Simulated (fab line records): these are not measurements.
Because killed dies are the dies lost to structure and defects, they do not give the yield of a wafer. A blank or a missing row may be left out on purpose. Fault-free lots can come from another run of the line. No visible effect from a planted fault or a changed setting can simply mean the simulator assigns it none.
Split-lot experiment / flow n5-finfet / 39 wafers read from 7 lots, route of 1938 steps

THE SPLIT ITSELF
At N5_DUMMY_GATE_ETCH_37 (etches SOC in N2/H2, target depth 60 nm, overetch 30 nm), the setting source-w was moved away from the recipe's 840 W on 18 of the 39 wafers read, by -16.4% to +16.1%. All remaining wafers had this setting at the recipe value.

The reading comes from the split's own step.

THE READING
rf-vpp-V, in V, at N5_DUMMY_GATE_ETCH_37 (etches SOC in N2/H2, target depth 60 nm, overetch 30 nm). A value of 523.7 V with a standard deviation of 2 V is what fault-free wafers of this fab line usually give.

wafer=L077.1; tool, chamber at the split=rie-diel-06, 3; source-w as run, W=975.1; against the recipe=+16.1%; rf-vpp-V, V=500.0; against lot-mates on the recipe=-23.8
wafer=L077.2; tool, chamber at the split=rie-diel-06, 2; source-w as run, W=840; against the recipe=recipe; rf-vpp-V, V=524.5; against lot-mates on the recipe=-
wafer=L077.3; tool, chamber at the split=rie-diel-06, 1; source-w as run, W=975.1; against the recipe=+16.1%; rf-vpp-V, V=496.2; against lot-mates on the recipe=-27.6
wafer=L077.4; tool, chamber at the split=rie-diel-06, 0; source-w as run, W=840; against the recipe=recipe; rf-vpp-V, V=522.5; against lot-mates on the recipe=-
wafer=L077.5; tool, chamber at the split=rie-diel-06, 0; source-w as run, W=975.1; against the recipe=+16.1%; rf-vpp-V, V=497.2; against lot-mates on the recipe=-26.6
wafer=L077.6; tool, chamber at the split=rie-diel-06, 3; source-w as run, W=840; against the recipe=recipe; rf-vpp-V, V=524.5; against lot-mates on the recipe=-
wafer=L079.1; tool, chamber at the split=rie-diel-06, 3; source-w as run, W=932.2; against the recipe=+11.0%; rf-vpp-V, V=505.4; against lot-mates on the recipe=-17.3
wafer=L079.2; tool, chamber at the split=rie-diel-06, 0; source-w as run, W=840; against the recipe=recipe; rf-vpp-V, V=521.1; against lot-mates on the recipe=-
wafer=L079.3; tool, chamber at the split=rie-diel-06, 2; source-w as run, W=840; against the recipe=recipe; rf-vpp-V, V=524.1; against lot-mates on the recipe=-
wafer=L079.4; tool, chamber at the split=rie-diel-06, 1; source-w as run, W=840; against the recipe=recipe; rf-vpp-V, V=522.9; against lot-mates on the recipe=-
wafer=L079.5; tool, chamber at the split=rie-diel-06, 0; source-w as run, W=932.2; against the recipe=+11.0%; rf-vpp-V, V=502.5; against lot-mates on the recipe=-20.2
wafer=L079.6; tool, chamber at the split=rie-diel-06, 1; source-w as run, W=932.2; against the recipe=+11.0%; rf-vpp-V, V=504.4; against lot-mates on the recipe=-18.3
wafer=L083.1; tool, chamber at the split=rie-diel-06, 1; source-w as run, W=840; against the recipe=recipe; rf-vpp-V, V=522.6; against lot-mates on the recipe=-
wafer=L083.2; tool, chamber at the split=rie-diel-06, 2; source-w as run, W=702.6; against the recipe=-16.4%; rf-vpp-V, V=554.4; against lot-mates on the recipe=+31.0
wafer=L083.3; tool, chamber at the split=rie-diel-06, 0; source-w as run, W=702.6; against the recipe=-16.4%; rf-vpp-V, V=553.3; against lot-mates on the recipe=+29.9
wafer=L083.4; tool, chamber at the split=rie-diel-06, 3; source-w as run, W=702.6; against the recipe=-16.4%; rf-vpp-V, V=554.9; against lot-mates on the recipe=+31.5
wafer=L083.5; tool, chamber at the split=rie-diel-06, 3; source-w as run, W=840; against the recipe=recipe; rf-vpp-V, V=522.4; against lot-mates on the recipe=-
wafer=L083.6; tool, chamber at the split=rie-diel-06, 2; source-w as run, W=840; against the recipe=recipe; rf-vpp-V, V=525.1; against lot-mates on the recipe=-
wafer=L085.1; tool, chamber at the split=rie-diel-06, 2; source-w as run, W=840; against the recipe=recipe; rf-vpp-V, V=523.8; against lot-mates on the recipe=-
wafer=L085.2; tool, chamber at the split=rie-diel-06, 3; source-w as run, W=840; against the recipe=recipe; rf-vpp-V, V=522.6; against lot-mates on the recipe=-
wafer=L085.6; tool, chamber at the split=rie-diel-06, 0; source-w as run, W=840; against the recipe=recipe; rf-vpp-V, V=520.8; against lot-mates on the recipe=-
wafer=L086.1; tool, chamber at the split=rie-diel-06, 3; source-w as run, W=923.3; against the recipe=+9.9%; rf-vpp-V, V=506.2; against lot-mates on the recipe=-16.1
wafer=L086.2; tool, chamber at the split=rie-diel-06, 1; source-w as run, W=840; against the recipe=recipe; rf-vpp-V, V=522.7; against lot-mates on the recipe=-
wafer=L086.3; tool, chamber at the split=rie-diel-06, 0; source-w as run, W=840; against the recipe=recipe; rf-vpp-V, V=520.6; against lot-mates on the recipe=-
wafer=L086.4; tool, chamber at the split=rie-diel-06, 2; source-w as run, W=923.3; against the recipe=+9.9%; rf-vpp-V, V=510.9; against lot-mates on the recipe=-11.4
wafer=L086.5; tool, chamber at the split=rie-diel-06, 2; source-w as run, W=923.3; against the recipe=+9.9%; rf-vpp-V, V=508.6; against lot-mates on the recipe=-13.7
wafer=L086.6; tool, chamber at the split=rie-diel-06, 1; source-w as run, W=840; against the recipe=recipe; rf-vpp-V, V=523.5; against lot-mates on the recipe=-
wafer=L094.1; tool, chamber at the split=rie-diel-01, 3; source-w as run, W=785.6; against the recipe=-6.5%; rf-vpp-V, V=536.1; against lot-mates on the recipe=+11.6
wafer=L094.2; tool, chamber at the split=rie-diel-01, 1; source-w as run, W=785.6; against the recipe=-6.5%; rf-vpp-V, V=540.2; against lot-mates on the recipe=+15.7
wafer=L094.3; tool, chamber at the split=rie-diel-01, 0; source-w as run, W=785.6; against the recipe=-6.5%; rf-vpp-V, V=534.6; against lot-mates on the recipe=+10.1
wafer=L094.4; tool, chamber at the split=rie-diel-01, 2; source-w as run, W=840; against the recipe=recipe; rf-vpp-V, V=524.9; against lot-mates on the recipe=-
wafer=L094.5; tool, chamber at the split=rie-diel-01, 2; source-w as run, W=840; against the recipe=recipe; rf-vpp-V, V=523.8; against lot-mates on the recipe=-
wafer=L094.6; tool, chamber at the split=rie-diel-01, 1; source-w as run, W=840; against the recipe=recipe; rf-vpp-V, V=524.8; against lot-mates on the recipe=-
wafer=L095.1; tool, chamber at the split=rie-diel-06, 0; source-w as run, W=945.2; against the recipe=+12.5%; rf-vpp-V, V=501.2; against lot-mates on the recipe=-22.5
wafer=L095.2; tool, chamber at the split=rie-diel-06, 3; source-w as run, W=840; against the recipe=recipe; rf-vpp-V, V=523.9; against lot-mates on the recipe=-
wafer=L095.3; tool, chamber at the split=rie-diel-06, 2; source-w as run, W=945.2; against the recipe=+12.5%; rf-vpp-V, V=505.8; against lot-mates on the recipe=-17.9
wafer=L095.4; tool, chamber at the split=rie-diel-06, 1; source-w as run, W=945.2; against the recipe=+12.5%; rf-vpp-V, V=504.1; against lot-mates on the recipe=-19.6
wafer=L095.5; tool, chamber at the split=rie-diel-06, 1; source-w as run, W=840; against the recipe=recipe; rf-vpp-V, V=523.3; against lot-mates on the recipe=-
wafer=L095.6; tool, chamber at the split=rie-diel-06, 2; source-w as run, W=840; against the recipe=recipe; rf-vpp-V, V=524.0; against lot-mates on the recipe=-

THE FIT
A straight line over all 39 wafers: rf-vpp-V changes by -1.73 V for each +1% of source-w; r = -0.99; the points scatter about the line by 2 V.
The same after taking each lot's own level away (the mean of its wafers on the recipe; 39 wafers): -1.71 V for each +1%; r = -0.99; scatter 1.8 V.
On that fit, the largest move of source-w shifts the reading by 28 V.
The lots' own levels span 522.27 to 524.50 V, that is 1.1 times the standard deviation above.
Consequently the slope shifts little with the lot-to-lot level, the two slopes agreeing.
Check: +28.4 V against its lot-mates is what the line predicts for one of the wafers moved furthest among these (-16.4%) when that wafer is left out of the fit. Against them it came out at +31 V.
Tool readings at the split's step, against how far the setting was moved: rf-vpp-V r = -0.99.

OTHER SPLITS ON THESE WAFERS
Before the reading, these wafers also passed through other splits. Each is held against what the fit with the lots' levels taken away leaves over:
other split on the same wafers=N5_FIN_CUT_CUT_ETCH_15 time-s; wafers away from the commonest value=18; r with rf-vpp-V (lot level and that fit taken away)=-0.07

FILE'S OWN FIT
rf-vpp-V changes by -1.69 V for each +1% of source-w, r = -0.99.
